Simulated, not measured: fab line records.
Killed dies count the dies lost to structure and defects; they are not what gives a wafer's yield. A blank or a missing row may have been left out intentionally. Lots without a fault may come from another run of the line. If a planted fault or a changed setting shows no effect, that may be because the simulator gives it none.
fab line records :: flow n5Finfet
record:
  lots: 6
  wafers: 15
  lastDay: 17
route steps=1938 shown BEOL_M5@1165 PASSIVATION@1936
lots that met no fault: from a run of the same line without faults
startH: start of the lot's first displayed wafer, in hours after the record's first day :: waitH: time in hours since the lot's previous step :: " the same as in the row above :: L1.1+2: a single row standing in for several wafers :: - either no value or no given start :: * or withheld: withheld :: < > ~ a bound
route shown NAME@n: NAME is a module with steps in the file, n the number in the route of the first one :: usual: mean and standard deviation over wafers with no fault :: same: alike in all rows :: chamber/n: place in a boat :: sites: each site's reading :: _std_site: their standard deviation :: _edge_site: the outer-site mean with the inner-site mean subtracted :: radiusMm: how far each site lies from the wafer's centre :: mask NAME#n: copy n :: behind: the tool/chamber that last shaped the wafer :: hold: why the lot was held/for how many hours/how that ended :: device: the n, p or np transistor that did not switch :: end of line: at the end of the route, the tests of the same wafers :: a step without rows: its recipe alone :: killed: count of dies lost to structure and defects at first sort (not the wafer's yield) :: map: the dies of a wafer, with x for killed, . for not killed, _ for no die there
set.NAME: the setting that was run; set.NAME@STEP: the one run at that earlier step :: model.NAME: the simulator's own value behind a step, which no gauge read
lots at selected steps of the route; one table per step, one row per wafer
services: from which hour (startH, from the record's first day; less than 0 if before it) a tool's chamber was out of use, for how many hours, and why
== steps ==
step: N5_BEOL_M5_SRD_40
recipe:
  timeS: 30
  tempC: 23
  rinseLiquid: diw
  dry: ipaMarangoni
step: N5_BEOL_M5_PRECLEAN_42
recipe:
  chemistry: residueRemover
  timeS: 60
  tempC: 40
step: N5_BEOL_M5_SRD_43
recipe:
  timeS: 30
  tempC: 23
  rinseLiquid: diw
  dry: ipaMarangoni
step: N5_BEOL_M5_CD_MEAS_35
recipe:
  targetCdNm: 28
  targetCdYNm: 24
  polarity: opening
usual:
  cdNm: 28.0/0.38
lot.wafer: L643.2
tool: cdSem-03
chamber: -
startH: 192.25
waitH: 0.0
cdNm: 28.2

lot.wafer: L643.4
tool: cdSem-03
chamber: -
startH: 192.25
waitH: 0.0
cdNm: 27.8

lot.wafer: L643.5
tool: cdSem-03
chamber: -
startH: 192.25
waitH: 0.0
cdNm: 27.9

lot.wafer: L648.1
tool: cdSem-01
chamber: -
startH: 208.18
waitH: 0.0
cdNm: 27.4

lot.wafer: L648.2
tool: cdSem-01
chamber: -
startH: 208.18
waitH: 0.0
cdNm: 28.8

lot.wafer: L648.4
tool: cdSem-01
chamber: -
startH: 208.18
waitH: 0.0
cdNm: 27.3

lot.wafer: L649.1
tool: cdSem-01
chamber: -
startH: 239.28
waitH: 0.0
cdNm: 28.6

lot.wafer: L653.4
tool: cdSem-02
chamber: -
startH: 249.95
waitH: 0.0
cdNm: 27.4

lot.wafer: L653.6
tool: cdSem-02
chamber: -
startH: 249.95
waitH: 0.0
cdNm: 28.7

lot.wafer: L662.1
tool: cdSem-01
chamber: -
startH: 310.23
waitH: 0.0
cdNm: 27.8

lot.wafer: L662.2
tool: cdSem-01
chamber: -
startH: 310.23
waitH: 0.0
cdNm: 27.6

lot.wafer: L662.6
tool: cdSem-01
chamber: -
startH: 310.23
waitH: 0.0
cdNm: 27.6

lot.wafer: L666.1
tool: cdSem-02
chamber: -
startH: 317.14
waitH: 0.0
cdNm: 28.2

lot.wafer: L666.5
tool: cdSem-02
chamber: -
startH: 317.14
waitH: 0.0
cdNm: 28.1

lot.wafer: L666.6
tool: cdSem-02
chamber: -
startH: 317.14
waitH: 0.0
cdNm: 27.8
step: N5_BEOL_M5_CURE_80
recipe:
  tempC: 370
  timeS: 120
  ambient: DMADMS/He
  material: SiCOH_lowk
usual:
  lampPowerPct: 52.31/0.055
  wafer_temp_C_max: 371.8/0.48
lot.wafer: L643.2
tool: uvCure-02
chamber: 0
startH: 192.84
waitH: 0.6
lampPowerPct: 52.44
wafer_temp_C_max: 371.8

lot.wafer: L643.4
tool: uvCure-02
chamber: 0
startH: 192.84
waitH: 0.6
lampPowerPct: 52.25
wafer_temp_C_max: 371.5

lot.wafer: L643.5
tool: uvCure-02
chamber: 0
startH: 192.84
waitH: 0.6
lampPowerPct: 52.35
wafer_temp_C_max: 371.9

lot.wafer: L648.1
tool: uvCure-01
chamber: 0
startH: 208.22
waitH: 0.0
lampPowerPct: 52.27
wafer_temp_C_max: 372.2

lot.wafer: L648.2
tool: uvCure-01
chamber: 0
startH: 208.22
waitH: 0.0
lampPowerPct: 52.33
wafer_temp_C_max: 371.9

lot.wafer: L648.4
tool: uvCure-01
chamber: 0
startH: 208.22
waitH: 0.0
lampPowerPct: 52.35
wafer_temp_C_max: 371.8

lot.wafer: L649.1
tool: uvCure-01
chamber: 0
startH: 239.32
waitH: 0.0
lampPowerPct: 52.38
wafer_temp_C_max: 372.1

lot.wafer: L653.4
tool: uvCure-01
chamber: 2
startH: 250.13
waitH: 0.2
lampPowerPct: 52.22
wafer_temp_C_max: 372.9

lot.wafer: L653.6
tool: uvCure-01
chamber: 2
startH: 250.13
waitH: 0.2
lampPowerPct: 52.36
wafer_temp_C_max: 372.4

lot.wafer: L662.1
tool: uvCure-02
chamber: 1
startH: 310.32
waitH: 0.1
lampPowerPct: 52.33
wafer_temp_C_max: 371.3

lot.wafer: L662.2
tool: uvCure-02
chamber: 1
startH: 310.32
waitH: 0.1
lampPowerPct: 52.27
wafer_temp_C_max: 371.3

lot.wafer: L662.6
tool: uvCure-02
chamber: 1
startH: 310.32
waitH: 0.1
lampPowerPct: 52.37
wafer_temp_C_max: 371.6

lot.wafer: L666.1
tool: uvCure-02
chamber: 0
startH: 317.19
waitH: 0.0
lampPowerPct: 52.25
wafer_temp_C_max: 372.3

lot.wafer: L666.5
tool: uvCure-02
chamber: 0
startH: 317.19
waitH: 0.0
lampPowerPct: 52.37
wafer_temp_C_max: 371.5

lot.wafer: L666.6
tool: uvCure-02
chamber: 0
startH: 317.19
waitH: 0.0
lampPowerPct: 52.38
wafer_temp_C_max: 371.7
step: N5_BEOL_M5_DEGAS_44
recipe:
  ambient: vacuum
  tempC: 250
  timeS: 60
step: N5_BEOL_M5_PRE_CLEAN_45
recipe:
  gas: H2/He
  timeS: 30
  tempC: 250
step: N5_BEOL_M5_ALD_86
recipe:
  material: TaN
  targetThkA: *
  tempC: 275
  aldPrecursorFamily: PDMAT
  aldCoReactant: NH3
  pressureTorr: 3
  carrierFlowSccm: 1500
  pulseTimeS: 2
  purgeTimeS: 3
  coReactantPurgeTimeS: 2
  coReactantPulseTimeS: 3
  aldCycles: 30
  precursorVesselTempC: 75
  precursorVesselPressureTorr: 26.25
  precursorVesselCarrierSccm: 1000
step: N5_BEOL_M5_SURFACE_TREAT_87
recipe:
  gas: Ar
  timeS: *
  ionEnergyEv: *
  ionCurrentMaCm2: 0.5
  pressureMtorr: *
  arFlowSccm: 30
usual:
  throttleValvePct: *
lot.wafer: L643.2
tool: pvdSputter-01
chamber: -
startH: 193.72
waitH: 0.1
throttleValvePct: *

lot.wafer: L643.4
tool: pvdSputter-01
chamber: -
startH: 193.72
waitH: 0.1
throttleValvePct: *

lot.wafer: L643.5
tool: pvdSputter-01
chamber: -
startH: 193.72
waitH: 0.1
throttleValvePct: *

lot.wafer: L648.1
tool: pvdSputter-01
chamber: -
startH: 209.59
waitH: 0.2
throttleValvePct: *

lot.wafer: L648.2
tool: pvdSputter-01
chamber: -
startH: 209.59
waitH: 0.2
throttleValvePct: *

lot.wafer: L648.4
tool: pvdSputter-01
chamber: -
startH: 209.59
waitH: 0.2
throttleValvePct: *

lot.wafer: L649.1
tool: pvdSputter-02
chamber: -
startH: 240.27
waitH: 0.2
throttleValvePct: *

lot.wafer: L653.4
tool: pvdSputter-01
chamber: -
startH: 250.65
waitH: 0.1
throttleValvePct: *

lot.wafer: L653.6
tool: pvdSputter-01
chamber: -
startH: 250.65
waitH: 0.1
throttleValvePct: *

lot.wafer: L662.1
tool: pvdSputter-03
chamber: -
startH: 311.24
waitH: 0.3
throttleValvePct: *

lot.wafer: L662.2
tool: pvdSputter-03
chamber: -
startH: 311.24
waitH: 0.3
throttleValvePct: *

lot.wafer: L662.6
tool: pvdSputter-03
chamber: -
startH: 311.24
waitH: 0.3
throttleValvePct: *

lot.wafer: L666.1
tool: pvdSputter-03
chamber: -
startH: 318.34
waitH: 0.1
throttleValvePct: *

lot.wafer: L666.5
tool: pvdSputter-03
chamber: -
startH: 318.34
waitH: 0.1
throttleValvePct: *

lot.wafer: L666.6
tool: pvdSputter-03
chamber: -
startH: 318.34
waitH: 0.1
throttleValvePct: *
step: N5_BEOL_M5_CVD_47
recipe:
  material: Co
  targetThkA: 30
  tempC: withheld
  precursor: CCTBA/H2
  pressureTorr: 30
  timeS: 216
step: N5_BEOL_M5_SPUTTER_48
recipe:
  material: Cu
  targetThkA: 150
  tempC: -20
  chamberPressurePa: 0.07
  powerW: withheld
  timeS: 27.62
usual:
  chamberPressurePa: 0.07001/0.00013
  throttleValvePct: 29.9/0.99
lot.wafer: L643.2
tool: pvdSputter-03
chamber: -
startH: 194.01
waitH: 0.2
chamberPressurePa: 0.0698
throttleValvePct: 29.7

lot.wafer: L643.4
tool: pvdSputter-03
chamber: -
startH: 194.01
waitH: 0.2
chamberPressurePa: 0.07003
throttleValvePct: 29.5

lot.wafer: L643.5
tool: pvdSputter-03
chamber: -
startH: 194.01
waitH: 0.2
chamberPressurePa: 0.06981
throttleValvePct: 29.7

lot.wafer: L648.1
tool: pvdSputter-01
chamber: -
startH: 209.89
waitH: 0.1
chamberPressurePa: 0.07015
throttleValvePct: 30.4

lot.wafer: L648.2
tool: pvdSputter-01
chamber: -
startH: 209.89
waitH: 0.1
chamberPressurePa: 0.07003
throttleValvePct: 29.8

lot.wafer: L648.4
tool: pvdSputter-01
chamber: -
startH: 209.89
waitH: 0.1
chamberPressurePa: 0.07
throttleValvePct: 30.0

lot.wafer: L649.1
tool: pvdSputter-01
chamber: -
startH: 240.62
waitH: 0.2
chamberPressurePa: 0.06989
throttleValvePct: 30.6

lot.wafer: L653.4
tool: pvdSputter-01
chamber: -
startH: 252.53
waitH: 1.6
chamberPressurePa: 0.06993
throttleValvePct: 30.2

lot.wafer: L653.6
tool: pvdSputter-01
chamber: -
startH: 252.53
waitH: 1.6
chamberPressurePa: 0.07006
throttleValvePct: 29.7

lot.wafer: L662.1
tool: pvdSputter-02
chamber: -
startH: 312.96
waitH: 1.4
chamberPressurePa: 0.07009
throttleValvePct: 30.1

lot.wafer: L662.2
tool: pvdSputter-02
chamber: -
startH: 312.96
waitH: 1.4
chamberPressurePa: 0.0699
throttleValvePct: 30.2

lot.wafer: L662.6
tool: pvdSputter-02
chamber: -
startH: 312.96
waitH: 1.4
chamberPressurePa: 0.06974
throttleValvePct: 30.2

lot.wafer: L666.1
tool: pvdSputter-02
chamber: -
startH: 318.57
waitH: 0.1
chamberPressurePa: 0.06999
throttleValvePct: 30.3

lot.wafer: L666.5
tool: pvdSputter-02
chamber: -
startH: 318.57
waitH: 0.1
chamberPressurePa: 0.07024
throttleValvePct: 29.8

lot.wafer: L666.6
tool: pvdSputter-02
chamber: -
startH: 318.57
waitH: 0.1
chamberPressurePa: 0.06985
throttleValvePct: 30.0
step: N5_BEOL_M5_ANNEAL_49
recipe:
  tempC: 400
  timeS: 1800
  ambient: vacuum
usual:
  heaterPowerW: 807/97
lot.wafer: L643.2
tool: pvdSputter-03
chamber: -
startH: 194.09
waitH: 0.0
heaterPowerW: 761

lot.wafer: L643.4
tool: pvdSputter-03
chamber: -
startH: 194.09
waitH: 0.0
heaterPowerW: 753

lot.wafer: L643.5
tool: pvdSputter-03
chamber: -
startH: 194.09
waitH: 0.0
heaterPowerW: 751

lot.wafer: L648.1
tool: pvdSputter-01
chamber: -
startH: 209.97
waitH: 0.0
heaterPowerW: 904

lot.wafer: L648.2
tool: pvdSputter-01
chamber: -
startH: 209.97
waitH: 0.0
heaterPowerW: 718

lot.wafer: L648.4
tool: pvdSputter-01
chamber: -
startH: 209.97
waitH: 0.0
heaterPowerW: 1009

lot.wafer: L649.1
tool: pvdSputter-01
chamber: -
startH: 240.70
waitH: 0.0
heaterPowerW: 900

lot.wafer: L653.4
tool: pvdSputter-01
chamber: -
startH: 252.61
waitH: 0.0
heaterPowerW: 916

lot.wafer: L653.6
tool: pvdSputter-01
chamber: -
startH: 252.61
waitH: 0.0
heaterPowerW: 732

lot.wafer: L662.1
tool: pvdSputter-02
chamber: -
startH: 313.04
waitH: 0.0
heaterPowerW: 687

lot.wafer: L662.2
tool: pvdSputter-02
chamber: -
startH: 313.04
waitH: 0.0
heaterPowerW: 831

lot.wafer: L662.6
tool: pvdSputter-02
chamber: -
startH: 313.04
waitH: 0.0
heaterPowerW: 942

lot.wafer: L666.1
tool: pvdSputter-02
chamber: -
startH: 318.65
waitH: 0.0
heaterPowerW: 797

lot.wafer: L666.5
tool: pvdSputter-02
chamber: -
startH: 318.65
waitH: 0.0
heaterPowerW: 671

lot.wafer: L666.6
tool: pvdSputter-02
chamber: -
startH: 318.65
waitH: 0.0
heaterPowerW: 959
step: N5_BEOL_M5_SPUTTER_81
recipe:
  material: Cu
  targetThkA: 150
  tempC: -20
  chamberPressurePa: 0.07
  powerW: withheld
  timeS: 27.62
usual:
  chamberPressurePa: 0.07/0.00014
  throttleValvePct: 29.9/0.97
lot.wafer: L643.2
tool: pvdSputter-03
chamber: -
startH: 195.10
waitH: 0.5
chamberPressurePa: 0.06983
throttleValvePct: 29.5

lot.wafer: L643.4
tool: pvdSputter-03
chamber: -
startH: 195.10
waitH: 0.5
chamberPressurePa: 0.0699
throttleValvePct: 29.6

lot.wafer: L643.5
tool: pvdSputter-03
chamber: -
startH: 195.10
waitH: 0.5
chamberPressurePa: 0.06997
throttleValvePct: 29.5

lot.wafer: L648.1
tool: pvdSputter-01
chamber: -
startH: 210.97
waitH: 0.5
chamberPressurePa: 0.06987
throttleValvePct: 30.4

lot.wafer: L648.2
tool: pvdSputter-01
chamber: -
startH: 210.97
waitH: 0.5
chamberPressurePa: 0.07003
throttleValvePct: 29.6

lot.wafer: L648.4
tool: pvdSputter-01
chamber: -
startH: 210.97
waitH: 0.5
chamberPressurePa: 0.0699
throttleValvePct: 30.2

lot.wafer: L649.1
tool: pvdSputter-01
chamber: -
startH: 241.71
waitH: 0.5
chamberPressurePa: 0.06669
throttleValvePct: 31.1

lot.wafer: L653.4
tool: pvdSputter-01
chamber: -
startH: 253.62
waitH: 0.5
chamberPressurePa: 0.06661
throttleValvePct: 31.1

lot.wafer: L653.6
tool: pvdSputter-01
chamber: -
startH: 253.62
waitH: 0.5
chamberPressurePa: 0.06986
throttleValvePct: 29.6

lot.wafer: L662.1
tool: pvdSputter-02
chamber: -
startH: 314.05
waitH: 0.5
chamberPressurePa: 0.07021
throttleValvePct: 29.8

lot.wafer: L662.2
tool: pvdSputter-02
chamber: -
startH: 314.05
waitH: 0.5
chamberPressurePa: 0.06996
throttleValvePct: 30.3

lot.wafer: L662.6
tool: pvdSputter-02
chamber: -
startH: 314.05
waitH: 0.5
chamberPressurePa: 0.07015
throttleValvePct: 30.1

lot.wafer: L666.1
tool: pvdSputter-02
chamber: -
startH: 319.66
waitH: 0.5
chamberPressurePa: 0.06988
throttleValvePct: 30.5

lot.wafer: L666.5
tool: pvdSputter-02
chamber: -
startH: 319.66
waitH: 0.5
chamberPressurePa: 0.07012
throttleValvePct: 29.7

lot.wafer: L666.6
tool: pvdSputter-02
chamber: -
startH: 319.66
waitH: 0.5
chamberPressurePa: 0.07004
throttleValvePct: 30.2
step: N5_BEOL_M5_ANNEAL_82
recipe:
  tempC: 400
  timeS: 1800
  ambient: vacuum
usual:
  heaterPowerW: 807/95
lot.wafer: L643.2
tool: pvdSputter-03
chamber: -
startH: 195.18
waitH: 0.0
heaterPowerW: 766

lot.wafer: L643.4
tool: pvdSputter-03
chamber: -
startH: 195.18
waitH: 0.0
heaterPowerW: 757

lot.wafer: L643.5
tool: pvdSputter-03
chamber: -
startH: 195.18
waitH: 0.0
heaterPowerW: 762

lot.wafer: L648.1
tool: pvdSputter-01
chamber: -
startH: 211.05
waitH: 0.0
heaterPowerW: 911

lot.wafer: L648.2
tool: pvdSputter-01
chamber: -
startH: 211.05
waitH: 0.0
heaterPowerW: 708

lot.wafer: L648.4
tool: pvdSputter-01
chamber: -
startH: 211.05
waitH: 0.0
heaterPowerW: 1005

lot.wafer: L649.1
tool: pvdSputter-01
chamber: -
startH: 241.79
waitH: 0.0
heaterPowerW: 906

lot.wafer: L653.4
tool: pvdSputter-01
chamber: -
startH: 253.70
waitH: 0.0
heaterPowerW: 888

lot.wafer: L653.6
tool: pvdSputter-01
chamber: -
startH: 253.70
waitH: 0.0
heaterPowerW: 733

lot.wafer: L662.1
tool: pvdSputter-02
chamber: -
startH: 314.13
waitH: 0.0
heaterPowerW: 679

lot.wafer: L662.2
tool: pvdSputter-02
chamber: -
startH: 314.13
waitH: 0.0
heaterPowerW: 810

lot.wafer: L662.6
tool: pvdSputter-02
chamber: -
startH: 314.13
waitH: 0.0
heaterPowerW: 946

lot.wafer: L666.1
tool: pvdSputter-02
chamber: -
startH: 319.74
waitH: 0.0
heaterPowerW: 806

lot.wafer: L666.5
tool: pvdSputter-02
chamber: -
startH: 319.74
waitH: 0.0
heaterPowerW: 688

lot.wafer: L666.6
tool: pvdSputter-02
chamber: -
startH: 319.74
waitH: 0.0
heaterPowerW: 935
step: N5_PASSIVATION_PROBE_49
usual:
  defectLimitedYield: 91.2/1.5
  killed_at_M0_to_M3: 34/11
  killed_at_M4_up: 14/5.4
  killedAtContacts: 12/5.9
  killedAtFrontEnd: 40/12
  killedAtOther: 4/3.3
  killedDies: 103/18
  killedOpen: 68/13
  killedShort: 34/7.5
  sort_bin_5_function: 5.1/1
  sort_bin_6_memory: 3.3/0.7
  sort_bin_8_speed: 0.03/0.27
  sortNPass: 1076/18
  sortYieldPct: 91.2/1.5
same:
  grossDies: 1180
  killedAtBackSide: 0
  sort_bin_4_leakage[%]: 0
lot.wafer: L643.2
tool: prober-02
chamber: -
startH: 290.38
waitH: 0.1
defectLimitedYield[%]: 93.0
killed_at_M0_to_M3: 17
killed_at_M4_up: 5
killedAtContacts: 14
killedAtFrontEnd: 47
killedAtOther: 0
killedDies: 83
killedOpen: 50
killedShort: 31
sort_bin_5_function[%]: 4.2
sort_bin_6_memory[%]: 2.5
sort_bin_8_speed[%]: 0
sortNPass: 1097
sortYieldPct[%]: 93.0

lot.wafer: L643.4
tool: prober-02
chamber: -
startH: 290.48
waitH: 0.2
defectLimitedYield[%]: 91.5
killed_at_M0_to_M3: 40
killed_at_M4_up: 9
killedAtContacts: 21
killedAtFrontEnd: 30
killedAtOther: 0
killedDies: 100
killedOpen: 64
killedShort: 36
sort_bin_5_function[%]: 4.8
sort_bin_6_memory[%]: 3.1
sort_bin_8_speed[%]: 0
sortNPass: 1080
sortYieldPct[%]: 91.5

lot.wafer: L643.5
tool: prober-02
chamber: -
startH: 290.53
waitH: 0.2
defectLimitedYield[%]: 93.6
killed_at_M0_to_M3: 13
killed_at_M4_up: 10
killedAtContacts: 17
killedAtFrontEnd: 34
killedAtOther: 1
killedDies: 75
killedOpen: 50
killedShort: 25
sort_bin_5_function[%]: 3.5
sort_bin_6_memory[%]: 2.8
sort_bin_8_speed[%]: 0
sortNPass: 1105
sortYieldPct[%]: 93.6

lot.wafer: L648.1
tool: prober-02
chamber: -
startH: 311.03
waitH: 0.0
defectLimitedYield[%]: 92.1
killed_at_M0_to_M3: 41
killed_at_M4_up: 5
killedAtContacts: 6
killedAtFrontEnd: 40
killedAtOther: 1
killedDies: 93
killedOpen: 57
killedShort: 35
sort_bin_5_function[%]: 4.6
sort_bin_6_memory[%]: 3.1
sort_bin_8_speed[%]: 0
sortNPass: 1087
sortYieldPct[%]: 92.1

lot.wafer: L648.2
tool: prober-02
chamber: -
startH: 311.08
waitH: 0.1
defectLimitedYield[%]: 90.8
killed_at_M0_to_M3: 33
killed_at_M4_up: 18
killedAtContacts: 9
killedAtFrontEnd: 45
killedAtOther: 3
killedDies: 108
killedOpen: 69
killedShort: 38
sort_bin_5_function[%]: 5.3
sort_bin_6_memory[%]: 3.3
sort_bin_8_speed[%]: 0
sortNPass: 1072
sortYieldPct[%]: 90.8

lot.wafer: L648.4
tool: prober-02
chamber: -
startH: 311.18
waitH: 0.2
defectLimitedYield[%]: 91.7
killed_at_M0_to_M3: 26
killed_at_M4_up: 6
killedAtContacts: 7
killedAtFrontEnd: 53
killedAtOther: 6
killedDies: 98
killedOpen: 70
killedShort: 26
sort_bin_5_function[%]: 5.6
sort_bin_6_memory[%]: 2.6
sort_bin_8_speed[%]: 0
sortNPass: 1082
sortYieldPct[%]: 91.7

lot.wafer: L662.1
tool: prober-01
chamber: -
startH: 414.74
waitH: 0.0
defectLimitedYield[%]: 89.9
killed_at_M0_to_M3: 59
killed_at_M4_up: 8
killedAtContacts: 9
killedAtFrontEnd: 38
killedAtOther: 5
killedDies: 119
killedOpen: 71
killedShort: 47
sort_bin_5_function[%]: 5.8
sort_bin_6_memory[%]: 4.0
sort_bin_8_speed[%]: 0
sortNPass: 1061
sortYieldPct[%]: 89.9

lot.wafer: L662.2
tool: prober-01
chamber: -
startH: 414.79
waitH: 0.1
defectLimitedYield[%]: 91.5
killed_at_M0_to_M3: 38
killed_at_M4_up: 18
killedAtContacts: 8
killedAtFrontEnd: 32
killedAtOther: 4
killedDies: 100
killedOpen: 65
killedShort: 35
sort_bin_5_function[%]: 5.0
sort_bin_6_memory[%]: 2.9
sort_bin_8_speed[%]: 0
sortNPass: 1080
sortYieldPct[%]: 91.5

lot.wafer: L662.6
tool: prober-01
chamber: -
startH: 414.99
waitH: 0.3
defectLimitedYield[%]: 92.6
killed_at_M0_to_M3: 28
killed_at_M4_up: 17
killedAtContacts: 1
killedAtFrontEnd: 37
killedAtOther: 4
killedDies: 87
killedOpen: 64
killedShort: 23
sort_bin_5_function[%]: 4.1
sort_bin_6_memory[%]: 3.1
sort_bin_8_speed[%]: 0
sortNPass: 1093
sortYieldPct[%]: 92.6
killed by level:class
L643.2 FIN_SAQP:geometricParticle:short=14 MOL_CONTACT_COAG:geometricParticle:open=12 STI_FIN_REVEAL:geometricParticle:open=9 BEOL_M2:geometricParticle:open=7 GATE_CUT:geometricParticle:short=4 STI_FIN_REVEAL:geometricParticle:short=3 DUMMY_GATE:geometricParticle:open=3 BEOL_M0_SAQP:geometricParticle:open=3
L643.4 MOL_CONTACT_COAG:geometricParticle:open=17 BEOL_M1:geometricParticle:open=10 BEOL_M0_SAQP:geometricParticle:short=8 FIN_SAQP:geometricParticle:short=7 BEOL_M0_SAQP:geometricParticle:open=6 BEOL_M2:geometricParticle:open=6 STARTING-WAFER:geometricParticle:short=5 DUMMY_GATE:geometricParticle:open=4
L643.5 MOL_CONTACT_COAG:geometricParticle:open=15 STI_FIN_REVEAL:geometricParticle:open=9 FIN_SAQP:geometricParticle:short=8 FIN_SAQP:geometricParticle:open=4 GATE_CUT:geometricParticle:short=4 STARTING-WAFER:geometricParticle:short=4 BEOL_M0_SAQP:geometricParticle:short=3 BEOL_M3:geometricParticle:open=3
L648.1 FIN_SAQP:geometricParticle:open=13 BEOL_M1:geometricParticle:open=10 BEOL_M0_SAQP:geometricParticle:short=9 FIN_SAQP:geometricParticle:short=7 BEOL_M0_SAQP:geometricParticle:open=6 BEOL_M3:geometricParticle:open=5 GATE_CUT:geometricParticle:short=4 BEOL_M2:geometricParticle:open=4
L648.2 FIN_SAQP:geometricParticle:open=16 GATE_CUT:geometricParticle:short=10 BEOL_M4:geometricParticle:open=10 MOL_CONTACT_COAG:geometricParticle:open=7 BEOL_M0_SAQP:geometricParticle:open=7 BEOL_M3:geometricParticle:open=7 BEOL_M0_SAQP:geometricParticle:short=6 BEOL_M0:geometricParticle:open=5
L648.4 FIN_SAQP:geometricParticle:open=9 STI_FIN_REVEAL:geometricParticle:open=8 DUMMY_GATE:geometricParticle:open=8 BEOL_M3:geometricParticle:open=7 BEOL_M0_SAQP:geometricParticle:open=6 MOL_CONTACT_COAG:geometricParticle:open=5 BEOL_M4:geometricParticle:open=5 SPACER0:geometricParticle:short=4
L662.1 BEOL_M0_SAQP:geometricParticle:open=13 BEOL_M1:geometricParticle:open=11 BEOL_M0_SAQP:geometricParticle:short=10 FIN_SAQP:geometricParticle:short=9 BEOL_M3:geometricParticle:open=9 FIN_SAQP:geometricParticle:open=8 MOL_CONTACT_COAG:geometricParticle:open=8 BEOL_M1:geometricParticle:short=7
L662.2 BEOL_M1:geometricParticle:open=11 FIN_SAQP:geometricParticle:short=9 BEOL_M0_SAQP:geometricParticle:short=7 BEOL_M3:geometricParticle:open=7 BEOL_M4:geometricParticle:open=7 MOL_CONTACT_COAG:geometricParticle:open=6 FIN_SAQP:geometricParticle:open=5 DUMMY_GATE:geometricParticle:open=5
L662.6 BEOL_M1:geometricParticle:open=13 DUMMY_GATE:geometricParticle:open=8 FIN_SAQP:geometricParticle:open=6 GATE_CUT:geometricParticle:short=6 BEOL_M4:geometricParticle:open=6 STARTING-WAFER:geometricParticle:open=6 BEOL_M7:geometricParticle:open=4 BEOL_M0_SAQP:geometricParticle:open=3
== services ==
tool: uvCure-01
chamber: -
startH: 222.44
hours: 1.0
kind: repair

tool: pvdSputter-02
chamber: -
startH: 281.96
hours: 0.5
kind: repair

tool: uvCure-02
chamber: -
startH: 299.06
hours: 0.4
kind: repair

tool: uvCure-01
chamber: -
startH: 305.39
hours: 7.5
kind: pm
== key ==
firstSign:
  step: N5_BEOL_M5_SPUTTER_81
  reading: chamberPressurePa
  direction: down
  sigmas: 24
  usual: 0.07
  struck: 0.06665
effect none on later readings
metAt N5_BEOL_M5_SPUTTER_81
struckWafers L649.1,L653.4
rowsEnd L649.1
onsetBetween 210.97 241.71
fault:
  kind: processParameterDrift
  tool: pvdSputter-01
  chamber: -
  onsetH: 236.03
  steps: N5_BEOL_M5_SPUTTER_81
  channel: chamberPressurePa
  offset: -0.0033131
  shape: step
  actsIn: theseRecipesOnly
  stated: 0.07
  scope: struckWafersOnly
rowsEnd: these wafers met a further fault down the route, and their rows from its step on are left out
